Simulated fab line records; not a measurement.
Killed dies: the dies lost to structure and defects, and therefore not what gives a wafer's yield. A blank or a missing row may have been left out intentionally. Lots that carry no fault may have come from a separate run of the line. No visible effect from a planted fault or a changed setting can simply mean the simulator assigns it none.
Which tool is to blame? / flow n5_finfet / 27 wafers from 9 lots sampled at 2 of the route's 1938 steps

WHAT THE GAUGES SHOWED, per wafer
N5_BEOL_M2_OVL_MEAS_12.
lot=L240; measured=day 6 21:59; on=overlay-01; M2_OVL (nm)=-0.8 -1.1 0.0
lot=L242; measured=day 7 20:10; on=overlay-01; M2_OVL (nm)=0.2 0.2 0.9
lot=L244; measured=day 7 23:35; on=overlay-01; M2_OVL (nm)=0.2 0.8 -0.1
lot=L245; measured=day 8 00:32; on=overlay-01; M2_OVL (nm)=1.3 0.0 -0.2
lot=L246; measured=day 8 07:14; on=overlay-01; M2_OVL (nm)=0.7 -0.4 -0.7
lot=L248; measured=day 8 15:50; on=overlay-01; M2_OVL (nm)=0.2 0.1 0.8
lot=L256; measured=day 10 12:49; on=overlay-01; M2_OVL (nm)=0.2 -0.7 -0.6
lot=L261; measured=day 11 20:48; on=overlay-01; M2_OVL (nm)=7.5 7.2 7.9
lot=L262; measured=day 12 04:05; on=overlay-01; M2_OVL (nm)=7.2 8.2 7.5

TOOL THAT RAN EACH LOT (tool first, then ch and the chambers of the sampled wafers, then the start)
lot=L240; N5_BEOL_M2_EXPOSE_08=euv_scanner-02 ch 0, day 6 21:50
lot=L242; N5_BEOL_M2_EXPOSE_08=euv_scanner-02 ch 0, day 7 20:00
lot=L244; N5_BEOL_M2_EXPOSE_08=euv_scanner-02 ch 0, day 7 23:26
lot=L245; N5_BEOL_M2_EXPOSE_08=euv_scanner-02 ch 0, day 8 00:22
lot=L246; N5_BEOL_M2_EXPOSE_08=euv_scanner-02 ch 0, day 8 07:05
lot=L248; N5_BEOL_M2_EXPOSE_08=euv_scanner-01 ch 0, day 8 15:40
lot=L256; N5_BEOL_M2_EXPOSE_08=euv_scanner-01 ch 0, day 10 12:39
lot=L261; N5_BEOL_M2_EXPOSE_08=euv_scanner-02 ch 0, day 11 20:38
lot=L262; N5_BEOL_M2_EXPOSE_08=euv_scanner-02 ch 0, day 12 03:55
- N5_BEOL_M2_EXPOSE_08: exposes mask M2.

THE ANSWER, worked out from the rows above alone
Rule: what is usual is taken from the lots themselves. The widest of any qualifying gaps counts: lots, ordered by their means at a reading, are off when they make up no more than a third of the lots, leave a main group of 4 or more, and stand apart from it by 3 or more times the standard deviation of that group's means. A main group whose means are all the same, to the digits that the tables above print for the reading, isn't used. Also off: a lot with no number at a reading for which 4 or more lots have one. Where the step has rows for the other lots, those lots are counted as sound.
Off: L261, L262, at N5_BEOL_M2_OVL_MEAS_12 (M2_OVL). The main group has a mean of 0.0 nm with a standard deviation of 0.39.
If a tool, at a process step before that reading, ran all the lots that are off and no sound lot after the first of them, it fits. The gauges at N5_BEOL_M2_OVL_MEAS_12 are tried like those tools. This does not decide it: 2 tools fit, namely euv_scanner-02 at N5_BEOL_M2_EXPOSE_08 and overlay-01 at N5_BEOL_M2_OVL_MEAS_12.

WHAT WAS PUT IN BY THE SIMULATOR
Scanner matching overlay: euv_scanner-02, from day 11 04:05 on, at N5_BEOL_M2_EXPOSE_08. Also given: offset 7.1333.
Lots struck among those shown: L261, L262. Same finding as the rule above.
